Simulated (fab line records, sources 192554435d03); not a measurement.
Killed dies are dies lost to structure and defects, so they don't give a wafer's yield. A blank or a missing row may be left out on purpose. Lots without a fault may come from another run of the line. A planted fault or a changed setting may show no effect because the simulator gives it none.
A struck lot beside a sound one | flow n5_finfet | 23 steps out of a route of 1938
Sound: wafers L339.1, L339.2, L339.6. Struck: wafers L350.4, L350.5, L350.6. The cause comes at the end.
At each step with rows: each side's tool, then ch and its chambers, then its first start. Under that, the readings that differ: sound wafers | struck wafers | difference of the means | sigmas: that difference in standard deviations of wafers without a fault.
alike: readings whose means differ by less than 2 such deviations, and words and numbers that are the same on both sides. not compared: withheld readings, readings that some wafer has no value for, bounds like >300 that may hide the same value, and numbers for which the record gives no deviation and whose values overlap.
The two part at a step that has a row with sigmas, a row that says differs or no value, or rows on one side only. Numbers that don't overlap but have no deviation are shown without sigmas and don't part them. A reading that every wafer of one side lacks parts them only if that side has two wafers or more.

first, 1 step without rows for these wafers: N5_WELL_APT_HARDBAKE_12 (time 120 s).
N5_WELL_APT_CD_MEAS_08: target cd 200 nm.
  sound on cd_sem-02 ch 0, day 1 19:34; struck on cd_sem-01 ch 0, day 4 13:49
  alike: cd_nm
N5_WELL_APT_OVL_MEAS_09:
  sound on overlay-02 ch 0, day 1 19:35; struck on overlay-01 ch 0, day 4 13:50
  alike: NWELL_OVL
N5_WELL_APT_INSPECT_10: inspects for defects (macro).
  sound on defect_inspect-01, day 1 19:37; struck on defect_inspect-02, day 4 13:52
  alike: raw_defect_count
N5_WELL_APT_DESCUM_13: chemistry O2, time 7.9 s.
  sound on rie_diel-04 ch 0,1,2, day 1 19:39; struck on rie_diel-04 ch 0,3, day 4 13:53
  alike: drypump_motor_current_A, oes_product_au, rf_vpp_V, showerhead_plenum_p_Torr, throttle_valve_pct
  not compared: rf_hours_counter_h
then, 7 steps without rows for these wafers: N5_WELL_APT_IMPLANT_14; N5_WELL_APT_IMPLANT_15; N5_WELL_APT_STRIP_16 (strips in SPM, time 900 s); N5_WELL_APT_HMDS_18 (time 60 s); N5_WELL_APT_COAT_19 (resist thk 950 nm); N5_WELL_APT_EBR_21; N5_WELL_APT_SOFTBAKE_20 (time 60 s).
N5_WELL_APT_EXPOSE_22: exposes mask PWELL, defocus 0 nm, target cd 200 nm.
  sound on krf_scanner-02 ch 0, day 1 20:38; struck on krf_scanner-02 ch 0, day 4 14:46
  reading              | sound                | struck               | difference | sigmas
  exposure_dose_mJ_cm2 | 23.197 23.165 23.160 | 23.662 23.660 23.626 | +0.475     | +22
  alike: mask
then, 3 steps without rows for these wafers: N5_WELL_APT_PEB_23 (peb time 90 s); N5_WELL_APT_DEVELOP_24 (develop time 45 s); N5_WELL_APT_HARDBAKE_29 (time 120 s).
N5_WELL_APT_CD_MEAS_25: target cd 200 nm.
  sound on cd_sem-03 ch 0, day 1 20:48; struck on cd_sem-03 ch 0, day 4 14:56
  alike: cd_nm
N5_WELL_APT_OVL_MEAS_26:
  sound on overlay-02 ch 0, day 1 20:50; struck on overlay-01 ch 0, day 4 14:58
  alike: PWELL_OVL
N5_WELL_APT_INSPECT_27: inspects for defects (macro).
  sound on defect_inspect-02, day 1 20:52; struck on defect_inspect-02, day 4 14:59
  alike: raw_defect_count
N5_WELL_APT_DESCUM_30: chemistry O2, time 7.9 s.
  sound on rie_diel-05 ch 0,1,2, day 1 20:55; struck on rie_diel-05 ch 1,2, day 4 15:04
  alike: drypump_motor_current_A, oes_product_au, rf_vpp_V, showerhead_plenum_p_Torr, throttle_valve_pct
  not compared: rf_hours_counter_h, model.WELL_APT.cd_nm
then, 1 step without rows for these wafers: N5_WELL_APT_IMPLANT_31.
-- the record jumps here: 7 days lie between the struck wafers' starts before and after (it left off in module WELL_APT and takes up again in module BEOL_M4, whose first step shown is number 1111 of the route) --
N5_BEOL_M4_RC_MEAS_101:
  sound on prober-01 ch 0, day 8 15:06; struck on prober-02 ch 0, day 11 11:31
  reading   | sound       | struck      | difference | sigmas
  VT_N (mV) | 246 247 246 | 256 252 252 | +7         | +2
  alike: DIBL_N, DIBL_P, IOFF_N, IOFF_P, ION_N, ION_P, SS_N, SS_P, VT_P
then, 1 step without rows for these wafers: N5_PASSIVATION_PROBE_49.

WHERE THEY PART
First at N5_WELL_APT_EXPOSE_22; last, within this record, at N5_BEOL_M4_RC_MEAS_101.

WHY: what the simulator had put in
Process parameter drift: krf_scanner-02, from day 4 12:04 on, at N5_WELL_APT_EXPOSE_22. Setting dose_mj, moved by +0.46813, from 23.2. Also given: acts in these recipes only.
